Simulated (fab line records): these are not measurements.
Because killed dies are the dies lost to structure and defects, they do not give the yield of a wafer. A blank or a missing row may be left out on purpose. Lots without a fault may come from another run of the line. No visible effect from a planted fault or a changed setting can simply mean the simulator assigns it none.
Struck lot and sound lot, side by side    flow n5_finfet    16 steps out of a route of 1938
Sound: wafers L519.2, L519.4, L519.5. Wafers L532.3, L532.4, L532.6 were the ones struck. The cause comes at the end.
Each step with rows lists, per side, the tool, then ch with its chambers, then its first start. Under that, the readings that differ: sound wafers    struck wafers    difference of the means    sigmas: that difference in standard deviations of wafers without a fault.
alike: a reading whose means differ by less than 2 such deviations, as well as words and numbers matching on both sides. not compared: withheld readings; readings where some wafer has no value; bounds like >300 that might hide an equal value; numbers whose values overlap and for which the record gives no deviation.
Wherever a step has rows on one side only, a row that says differs or no value, or a row with sigmas, the two part there. Non-overlapping numbers with no deviation appear without sigmas and do not part them. A reading missing from all wafers of one side parts the sides only when that side holds two or more wafers.

N5_DUMMY_GATE_ETCH_23: etches poly-Si in HBr/Cl2/O2, target depth 41 nm, time 22.3 s.
  sound on rie_si-05 ch 0,1,2, day 3 05:04; struck on rie_si-03 ch 0,3, day 6 09:44
  alike: drypump_motor_current_A, oes_product_au, throttle_valve_pct
  not compared: rf_hours_counter_h
N5_DUMMY_GATE_ETCH_44: etches poly-Si in HBr/O2, stops on SiO2, target depth 127.5 nm.
  sound on rie_si-05 ch 0,1,2, day 3 05:07; struck on rie_si-03 ch 0,3, day 6 09:48
  alike: drypump_motor_current_A, oes_product_au, throttle_valve_pct
  not compared: rf_hours_counter_h
N5_DUMMY_GATE_CD_MEAS_24: target cd 15 nm.
  struck on cd_sem-01, day 6 09:55; sound on cd_sem-02, day 3 05:14
  alike: cd_nm
N5_DUMMY_GATE_ETCH_42: etches SiO2 in CHF3/O2, target depth 3.5 nm, time 31 s.
  sound on rie_diel-06 ch 1,3, day 3 05:16; struck on rie_diel-06 ch 1,2, day 6 09:57
  alike: drypump_motor_current_A, oes_product_au, rf_vpp_V, showerhead_plenum_p_Torr, throttle_valve_pct
  not compared: rf_hours_counter_h
then, 6 steps without rows for these wafers: N5_DUMMY_GATE_STRIP_48 (strips in N2/H2, time 20 s); N5_DUMMY_GATE_PRECLEAN_33 (cleans in dHF, time 10 s); N5_DUMMY_GATE_PRECLEAN_25 (cleans in O3/DIW, time 45 s); N5_DUMMY_GATE_PRECLEAN_51 (cleans in SC2, time 45 s); N5_DUMMY_GATE_SRD_26 (time 30 s); N5_DUMMY_GATE_UV_OZONE_45 (time 120 s).
N5_DUMMY_GATE_INSPECT_27: inspects for defects (brightfield).
  struck on defect_inspect-02, day 6 10:12; sound on defect_inspect-01, day 3 05:31
  alike: raw_defect_count
N5_SPACER0_ALD_07: deposits SiNx, target thk 2 nm.
  sound on ald_sin-02 ch 0,2, day 3 05:33; struck on ald_sin-03 ch 1,3, day 6 10:14
  alike: chamber_pressure_Torr, heater_power_outer_w, heater_power_w
  not compared: since_wet_clean_h
N5_SPACER0_ALD_00: deposits SiOCN, target thk 3.5 nm, pulse time 3 s, purge time 2 s.
  sound on ald_sin-02 ch 0,2, day 3 05:42; struck on ald_sin-03 ch 1,3, day 6 10:23
  no value came back on the struck wafers for ald_cycles, chamber_pressure_Torr (Torr), heater_power_w (W), precursor_pulse_height_rel; on the sound wafers ald_cycles reads 58 58 58
  not compared: since_wet_clean_h
N5_SPACER0_ALD_08: deposits SiNx, target thk 2 nm.
  sound on ald_sin-02 ch 0,2, day 3 05:58; struck on ald_sin-03 ch 1,3, day 6 10:38
  alike: chamber_pressure_Torr, heater_power_outer_w, heater_power_w
  not compared: since_wet_clean_h
N5_BEOL_M4_RC_MEAS_101:
  the record has rows for the sound wafers here (prober-02 ch 0, day 9 17:08) and none for the struck ones
-- a jump in the record: the struck wafers' starts before and after are 12 days apart (it breaks off in module BEOL_M4 and resumes in module PASSIVATION, where the first step shown is number 1936 of the route) --
N5_PASSIVATION_PROBE_49:
  rows exist in the record for the struck wafers here (prober-02, day 17 23:14), but not for the sound ones

WHERE THEY PART
Earliest at N5_SPACER0_ALD_00; latest, in this record, at N5_PASSIVATION_PROBE_49.

WHY: what had been put in by the simulator
Skipped step whole: ald_sin-03, from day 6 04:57 on, at N5_SPACER0_ALD_00. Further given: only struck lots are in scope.
